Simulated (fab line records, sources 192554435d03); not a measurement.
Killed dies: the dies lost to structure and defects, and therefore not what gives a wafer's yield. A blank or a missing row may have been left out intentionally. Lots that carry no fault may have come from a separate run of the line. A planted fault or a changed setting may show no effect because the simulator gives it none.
Chamber matching	flow n5-finfet	rie-diel-04 running N5_BEOL_M8_ETCH_66: 4 sister chambers
The step etches SOC in N2/H2, target depth 80 nm, overetch 16 nm, time 120 s. 18 wafers are shown with their chamber, then 9 later ones without.

## WAFERS, EACH WITH ITS CHAMBER
wafer	chamber	throttle-valve-pct (%)	showerhead-plenum-p-Torr (Torr)	oes-product-au (a.u.)
L074.1	2	18.20	2.41	0.54
L074.3	3	17.38	2.48	0.66
L074.5	2	18.22	2.41	0.55
L075.2	3	17.40	2.48	0.66
L075.4	0	17.39	2.48	0.70
L075.5	2	18.21	2.41	0.54
L084.1	0	17.43	2.47	0.69
L084.2	1	17.78	2.58	0.66
L084.4	2	18.24	2.40	0.54
L088.2	3	17.45	2.46	0.62
L088.3	2	18.27	2.39	0.53
L088.5	0	17.46	2.47	0.66
L094.3	0	17.46	2.47	0.66
L094.4	3	17.45	2.46	0.63
L094.5	2	18.26	2.39	0.52
L090.1	1	17.78	2.57	0.64
L090.3	2	18.26	2.39	0.53
L090.6	0	17.48	2.47	0.66

SIGNATURES (means of the wafers above)
reading	chamber 0	chamber 1	chamber 2	chamber 3	scatter within a chamber
throttle-valve-pct	17.4440	17.7800	18.2371	17.4200	0.0308
showerhead-plenum-p-Torr	2.4720	2.5750	2.4000	2.4700	0.00898
oes-product-au	0.6740	0.6500	0.5357	0.6425	0.016
Rule: a wafer's distance from a chamber is the root of the sum, over the readings, of the square of ((its reading less the chamber's mean) divided by the reading's scatter). If the next closest chamber is less than 2 further off than the closest, the wafer can't be placed; otherwise it belongs to the closest. How the scatter is found: for the shown wafers, subtract from each reading the mean of its chamber, square and add these, divide the total by (wafers less chambers), then take the root.

## WAFERS WITH NO CHAMBER GIVEN
wafer	throttle-valve-pct (%)	showerhead-plenum-p-Torr (Torr)	oes-product-au (a.u.)
L089.3	17.47	2.46	0.66
L089.5	17.80	2.57	0.63
L089.6	17.46	2.46	0.63
L091.1	17.46	2.46	0.62
L091.2	17.82	2.57	0.63
L091.3	17.46	2.46	0.65
L086.3	17.82	2.56	0.62
L086.4	17.90	2.71	0.73
L086.5	17.90	2.71	0.74

## WHICH CHAMBER EACH ONE RAN IN
wafer	from the rows above	in truth
L089.3	can't be placed: 0 or 3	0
L089.5	1	1
L089.6	can't be placed: 3 or 0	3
L091.1	can't be placed: 3 or 0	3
L091.2	1	1
L091.3	can't be placed: 3 or 0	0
L086.3	1	1
L086.4	1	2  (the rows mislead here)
L086.5	1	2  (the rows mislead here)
3 of 9 placed correctly. Can't be placed from these rows: 4 (the true chamber is among the candidates in 4). Placed wrongly: 2.
